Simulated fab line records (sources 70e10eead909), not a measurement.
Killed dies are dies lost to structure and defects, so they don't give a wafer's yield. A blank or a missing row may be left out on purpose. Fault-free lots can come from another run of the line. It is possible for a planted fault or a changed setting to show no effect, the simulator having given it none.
Chamber matching	flow nandHarc	pecvd-01 running NHARC_A_SGD_CUT_DEP_00: 3 sister chambers
The step deposits SiNx, target thk 50 nm. 15 wafers are shown with their chamber, then 7 later ones without.

== WAFERS WITH THEIR CHAMBER ==
wafer	chamber	heaterPowerW (W)
L733.2	2	737
L733.3	1	913
L733.5	1	911
L741.2	2	801
L741.3	0	658
L741.4	1	884
L742.1	2	756
L742.3	1	900
L742.4	0	765
L743.3	1	912
L746.2	1	859
L746.5	1	862
L746.6	2	723
L748.2	2	821
L748.3	1	904

SIGNATURES (averages over the wafers above)
reading	chamber 0	chamber 1	chamber 2	scatter within a chamber
heaterPowerW	711.50	893.12	767.60	36.7
Rule: distance of a wafer from a chamber = root of the sum over the readings of ((wafer's reading minus chamber's mean) / reading's scatter) squared. The wafer belongs to the nearest chamber; if the next one is less than 2 further off, it can't be placed. The scatter is the square root of a quotient: the sum, over the shown wafers, of each reading's squared deviation from its chamber's mean, divided by wafers minus chambers.

== WAFERS WITHOUT THEIR CHAMBER ==
wafer	heaterPowerW (W)
L748.6	756
L752.3	734
L752.5	728
L752.6	840
L753.2	818
L753.5	838
L753.6	830

== THE CHAMBER EACH PASSED THROUGH ==
wafer	from the rows above	in truth
L748.6	can't be placed: 2 or 0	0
L752.3	can't be placed: 0 or 2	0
L752.5	can't be placed: 0 or 2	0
L752.6	can't be placed: 1 or 2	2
L753.2	can't be placed: 2 or 1 or 0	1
L753.5	can't be placed: 1 or 2 or 0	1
L753.6	can't be placed: 2 or 1 or 0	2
Correct placement for 0 of the 7. Unplaceable from these rows: 7, with the true chamber sitting among the candidates in 7. Number placed wrongly: 0.
